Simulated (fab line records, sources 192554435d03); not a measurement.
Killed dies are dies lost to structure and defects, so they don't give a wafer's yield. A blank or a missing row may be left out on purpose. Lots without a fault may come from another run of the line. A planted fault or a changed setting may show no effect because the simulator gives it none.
Chamber matching | flow n5_finfet | N5_BEOL_M0_SAQP_ILD_DEP_01 on pecvd-02: 3 sister chambers
The step deposits SiOC from DEMS/O2, target thk 45.419 nm, time 8.7 s. 6 wafers are shown with their chamber, then 7 later ones without.

WAFERS WITH THEIR CHAMBER
wafer  | chamber | throttle_valve_pct (%) | showerhead_plenum_p_Torr (Torr)
L075.6 | 0       | 11.5                   | 5.709
L081.1 | 1       | 12.2                   | 5.694
L081.3 | 0       | 11.2                   | 5.699
L081.5 | 2       | 12.1                   | 5.731
L086.1 | 1       | 12.5                   | 5.713
L086.2 | 2       | 11.8                   | 5.726

WAFERS WITHOUT THEIR CHAMBER
wafer  | throttle_valve_pct (%) | showerhead_plenum_p_Torr (Torr)
L086.5 | 11.8                   | 5.727
L087.3 | 12.5                   | 5.708
L087.4 | 12.6                   | 5.691
L087.6 | 12.1                   | 5.729
L090.3 | 12.3                   | 5.706
L090.4 | 11.9                   | 5.746
L090.6 | 12.5                   | 5.711

WHICH CHAMBER EACH WENT THROUGH
wafer  | from the rows above | in truth
L086.5 | 2                   | 2
L087.3 | 1                   | 1
L087.4 | 1                   | 1
L087.6 | 2                   | 2
L090.3 | 1                   | 1
L090.4 | 2                   | 2
L090.6 | 1                   | 1
Placed correctly: 7 of 7. Can't be placed from these rows: 0. Placed wrongly: 0.
How it was worked out, from the rows above alone: a wafer's distance from a chamber is the root of the sum, over the readings, of the square of ((its reading less the chamber's mean) divided by the reading's scatter). The wafer belongs to the nearest chamber; if the next one is less than 2 further off, it can't be placed. A chamber's mean is the mean of its shown wafers. The scatter: the root of (the sum of the squares of (reading less its chamber's mean) over the shown wafers, divided by (wafers less chambers)).
